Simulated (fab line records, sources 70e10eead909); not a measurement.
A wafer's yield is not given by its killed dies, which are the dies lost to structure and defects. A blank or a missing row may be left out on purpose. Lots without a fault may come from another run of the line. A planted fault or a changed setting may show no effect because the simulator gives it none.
The tool behind it: which one? + flow nand harc + 72 wafers from 24 lots sampled at 4 of the route's 1302 steps

WHAT THE GAUGES SHOWED, per wafer
NHARC_P_BONDPAD_INSPECT_23. Usual: 341 for raw defect count, sd 120.
| lot  | measured     | on                | raw defect count | flag |
|------|--------------|-------------------|------------------|------|
| L074 | day 7 00:46  | defect inspect-01 | 233 214 215      |      |
| L076 | day 7 16:29  | defect inspect-02 | 355 491 331      |      |
| L075 | day 7 17:03  | defect inspect-01 | 296 548 344      |      |
| L077 | day 7 22:19  | defect inspect-01 | 212 137 217      |      |
| L078 | day 8 11:21  | defect inspect-01 | 378 450 355      |      |
| L079 | day 8 18:38  | defect inspect-01 | 309 410 361      |      |
| L080 | day 9 02:20  | defect inspect-02 | 376 262 213      |      |
| L081 | day 9 13:35  | defect inspect-02 | 301 361 275      |      |
| L082 | day 10 02:10 | defect inspect-02 | 334 359 229      |      |
| L083 | day 10 09:31 | defect inspect-02 | 266 298 305      |      |
| L084 | day 10 23:49 | defect inspect-01 | 343 215 256      |      |
| L085 | day 11 04:06 | defect inspect-02 | 362 251 339      |      |
| L086 | day 11 17:43 | defect inspect-02 | 425 561 318      |      |
| L087 | day 12 01:39 | defect inspect-02 | 268 606 331      |      |
| L088 | day 12 19:28 | defect inspect-01 | 376 461 379      |      |
| L089 | day 12 20:46 | defect inspect-01 | 406 437 427      |      |
| L090 | day 13 10:22 | defect inspect-02 | 256 202 208      |      |
| L091 | day 13 11:23 | defect inspect-02 | 262 210 333      |      |
| L092 | day 14 20:23 | defect inspect-02 | 407 622 812      |      |
| L093 | day 14 20:48 | defect inspect-01 | 240 234 564      |      |
| L094 | day 15 02:37 | defect inspect-02 | 353 251 317      |      |
| L095 | day 15 15:04 | defect inspect-01 | 237 224 294      |      |
| L096 | day 16 00:40 | defect inspect-02 | 266 461 340      |      |
| L097 | day 16 08:44 | defect inspect-01 | 187 286 316      |      |

NHARC_A_CHANNEL_HOLE_D1_CD_MEAS_10 targets a cd of 100 nm. Usual: 100.0 nm for cd nm, sd 0.49.
| lot  | measured     | on        | cd nm (nm)        | flag |
|------|--------------|-----------|-------------------|------|
| L074 | day 8 17:48  | cd sem-01 | 99.9 100.4 100.0  |      |
| L076 | day 9 10:33  | cd sem-03 | 99.6 99.9 99.4    |      |
| L075 | day 9 11:55  | cd sem-02 | 99.5 99.7 99.7    |      |
| L077 | day 9 15:28  | cd sem-01 | 99.3 99.6 99.2    |      |
| L078 | day 10 02:49 | cd sem-02 | 99.8 99.9 100.1   |      |
| L079 | day 10 14:21 | cd sem-02 | 100.8 100.6 100.8 |      |
| L080 | day 10 21:56 | cd sem-03 | 99.9 100.0 99.9   |      |
| L081 | day 11 10:11 | cd sem-01 | 100.5 100.6 100.4 |      |
| L082 | day 11 19:38 | cd sem-03 | 99.8 99.8 99.6    |      |
| L083 | day 12 00:53 | cd sem-03 | 100.0 100.1 100.5 |      |
| L084 | day 12 15:11 | cd sem-01 | 100.6 100.5 100.4 |      |
| L085 | day 12 20:37 | cd sem-01 | 100.2 100.3 100.0 |      |
| L086 | day 13 15:16 | cd sem-01 | 99.8 99.8 100.3   |      |
| L087 | day 13 20:46 | cd sem-03 | 100.3 100.1 100.5 |      |
| L088 | day 14 18:04 | cd sem-03 | 100.8 101.0 101.0 |      |
| L089 | day 14 19:31 | cd sem-01 | 99.5 100.3 100.0  |      |
| L090 | day 15 04:16 | cd sem-02 | 99.7 100.1 99.5   |      |
| L091 | day 15 03:49 | cd sem-02 | 99.3 99.3 99.2    |      |
| L092 | day 16 13:09 | cd sem-03 | 100.2 99.5 99.2   |      |
| L093 | day 16 11:50 | cd sem-01 | 100.1 99.3 99.8   |      |
| L094 | day 17 02:40 | cd sem-02 | 99.8 100.1 99.5   |      |
| L095 | day 17 09:01 | cd sem-02 | 100.0 99.8 99.8   |      |
| L096 | day 17 18:52 | cd sem-03 | 100.4 100.2 100.2 |      |
| L097 | day 18 05:33 | cd sem-03 | 100.9 101.0 100.2 |      |

WHICH TOOL RAN EACH LOT (tool, then ch and the chambers of the sampled wafers, then the start)
| lot  | NHARC_P_BONDPAD_PVD_27                  | NHARC_P_BONDPAD_CMP_19        |
|------|-----------------------------------------|-------------------------------|
| L074 | pvd sputter-02, day 7 00:14 or earlier  | cmp-01 ch 0,2, day 7 00:14    |
| L076 | pvd sputter-01, day 7 15:55 or earlier  | cmp-03 ch 0,1,3, day 7 15:55  |
| L075 | pvd sputter-02, day 7 16:32 or earlier  | cmp-03 ch 0,3, day 7 16:32    |
| L077 | pvd sputter-02, day 7 21:47 or earlier  | cmp-01 ch 0,1, day 7 21:47    |
| L078 | pvd sputter-02, day 8 10:48 or earlier  | cmp-01 ch 0,1,3, day 8 10:48  |
| L079 | pvd sputter-01, day 8 18:05 or earlier  | cmp-04 ch 0,2,3, day 8 18:05  |
| L080 | pvd sputter-03, day 9 01:47 or earlier  | cmp-03 ch 1,2,3, day 9 01:47  |
| L081 | pvd sputter-02, day 9 13:04 or earlier  | cmp-04 ch 0,3, day 9 13:04    |
| L082 | pvd sputter-03, day 10 01:37 or earlier | cmp-01 ch 0,1,3, day 10 01:37 |
| L083 | pvd sputter-03, day 10 08:59 or earlier | cmp-01 ch 0,2, day 10 08:59   |
| L084 | pvd sputter-02, day 10 23:20 or earlier | cmp-01 ch 1,2,3, day 10 23:20 |
| L085 | pvd sputter-02, day 11 03:34 or earlier | cmp-04 ch 0,2,3, day 11 03:34 |
| L086 | pvd sputter-02, day 11 17:13 or earlier | cmp-03 ch 0,1,3, day 11 17:13 |
| L087 | pvd sputter-03, day 12 01:08 or earlier | cmp-01 ch 0,1,2, day 12 01:08 |
| L088 | pvd sputter-01, day 12 18:56 or earlier | cmp-03 ch 0,3, day 12 18:56   |
| L089 | pvd sputter-03, day 12 20:16 or earlier | cmp-03 ch 0,1,2, day 12 20:16 |
| L090 | pvd sputter-02, day 13 09:52 or earlier | cmp-03 ch 0,1, day 13 09:52   |
| L091 | pvd sputter-03, day 13 10:50 or earlier | cmp-01 ch 1,2,3, day 13 10:50 |
| L092 | pvd sputter-02, day 14 19:56 or earlier | cmp-03 ch 0,1,3, day 14 19:56 |
| L093 | pvd sputter-03, day 14 20:20 or earlier | cmp-01 ch 0,2,3, day 14 20:20 |
| L094 | pvd sputter-01, day 15 02:06 or earlier | cmp-03 ch 0,1,2, day 15 02:06 |
| L095 | pvd sputter-03, day 15 14:34 or earlier | cmp-04 ch 0,3, day 15 14:34   |
| L096 | pvd sputter-02, day 16 00:07 or earlier | cmp-04 ch 1,2, day 16 00:07   |
| L097 | pvd sputter-03, day 16 08:13 or earlier | cmp-03 ch 0,1, day 16 08:13   |
- NHARC_P_BONDPAD_PVD_27: deposits Cu, target thk 30 nm, time 20.49 s.
- NHARC_P_BONDPAD_CMP_19: polishes, t overpolish 30 s, cu recess touch 16 s, target thk 160.81 nm.

WHAT THE TOOLS THEMSELVES READ (means of the sampled wafers that have a number; where no wafer has one, the mark that the record gives instead)
NHARC_P_BONDPAD_PVD_27. Usual: substrate temp c 30.00 C, standard deviation 0.11; throttle valve pct 30.0 %, standard deviation 0.7.
| lot  | tool           | substrate temp c (C) | throttle valve pct (%) | flag |
|------|----------------|----------------------|------------------------|------|
| L074 | pvd sputter-02 | 30.10                | 30.3                   |      |
| L076 | pvd sputter-01 | 30.06                | 29.3                   |      |
| L075 | pvd sputter-02 | 29.96                | 30.1                   |      |
| L077 | pvd sputter-02 | 29.98                | 30.2                   |      |
| L078 | pvd sputter-02 | 30.00                | 30.3                   |      |
| L079 | pvd sputter-01 | 29.96                | 29.3                   |      |
| L080 | pvd sputter-03 | 30.11                | 30.1                   |      |
| L081 | pvd sputter-02 | 29.99                | 30.3                   |      |
| L082 | pvd sputter-03 | 30.04                | 29.4                   |      |
| L083 | pvd sputter-03 | 30.07                | 29.4                   |      |
| L084 | pvd sputter-02 | 29.93                | 30.1                   |      |
| L085 | pvd sputter-02 | 29.97                | 30.4                   |      |
| L086 | pvd sputter-02 | 29.95                | 29.8                   |      |
| L087 | pvd sputter-03 | 29.93                | 29.9                   |      |
| L088 | pvd sputter-01 | 30.00                | 29.4                   |      |
| L089 | pvd sputter-03 | 30.16                | 29.5                   |      |
| L090 | pvd sputter-02 | 29.93                | 30.1                   |      |
| L091 | pvd sputter-03 | 29.94                | 29.8                   |      |
| L092 | pvd sputter-02 | 30.07                | 30.6                   |      |
| L093 | pvd sputter-03 | 29.98                | 30.4                   |      |
| L094 | pvd sputter-01 | 29.93                | 29.4                   |      |
| L095 | pvd sputter-03 | 29.98                | 30.6                   |      |
| L096 | pvd sputter-02 | 29.96                | 30.0                   |      |
| L097 | pvd sputter-03 | 30.01                | 30.2                   |      |

NHARC_P_BONDPAD_CMP_19. Usual: motor current A 11.9 A, standard deviation 1.6; overpolish run s 29.999 s, standard deviation 0.0096; retaining ring pressure frac 1.001, standard deviation 0.0047.
| lot  | tool   | motor current A (A) | overpolish run s (s) | retaining ring pressure frac | flag |
|------|--------|---------------------|----------------------|------------------------------|------|
| L074 | cmp-01 | 9.3                 | 30.001               | 1.000                        |      |
| L076 | cmp-03 | 12.9                | 30.012               | 0.999                        |      |
| L075 | cmp-03 | 13.5                | 29.996               | 0.996                        |      |
| L077 | cmp-01 | 10.1                | 30.002               | 1.001                        |      |
| L078 | cmp-01 | 11.0                | 29.994               | 1.000                        |      |
| L079 | cmp-04 | 12.6                | 30.001               | 0.998                        |      |
| L080 | cmp-03 | 12.6                | 30.005               | 1.002                        |      |
| L081 | cmp-04 | 12.8                | 29.998               | 1.004                        |      |
| L082 | cmp-01 | 11.9                | 29.996               | 1.001                        |      |
| L083 | cmp-01 | 9.4                 | 30.004               | 1.002                        |      |
| L084 | cmp-01 | 10.2                | 30.002               | 1.001                        |      |
| L085 | cmp-04 | 12.5                | 29.994               | 1.004                        |      |
| L086 | cmp-03 | 12.9                | 29.994               | 0.998                        |      |
| L087 | cmp-01 | 10.0                | 30.007               | 1.001                        |      |
| L088 | cmp-03 | 13.4                | 29.999               | 0.999                        |      |
| L089 | cmp-03 | 12.8                | 29.998               | 0.996                        |      |
| L090 | cmp-03 | 12.3                | 30.011               | 1.002                        |      |
| L091 | cmp-01 | 10.7                | 29.993               | 0.998                        |      |
| L092 | cmp-03 | 12.6                | 29.992               | 1.000                        |      |
| L093 | cmp-01 | 10.6                | 29.991               | 0.999                        |      |
| L094 | cmp-03 | 12.9                | 29.995               | 1.002                        |      |
| L095 | cmp-04 | 13.2                | 30.006               | 0.998                        |      |
| L096 | cmp-04 | 12.0                | 29.997               | 1.002                        |      |
| L097 | cmp-03 | 12.4                | 29.992               | 1.004                        |      |

THE ANSWER, worked out from the rows above alone
Rule: lot off if the mean of its wafers having a number is beyond 3 standard deviations from the usual mean. A lot without any number at a reading at which 4 lots or more have one is off too. The other lots that the step has rows for count as sound. Order of review: gauges by route order, followed by the tools' own readings, for which a lot's mean as printed above is used. The first step at which some lot is off is used, and at that step the reading that is off furthest; a lot without a number counts as furthest.
None of the lots is off at any reading shown; this tells nothing.

WHAT THE SIMULATOR HAD INSERTED
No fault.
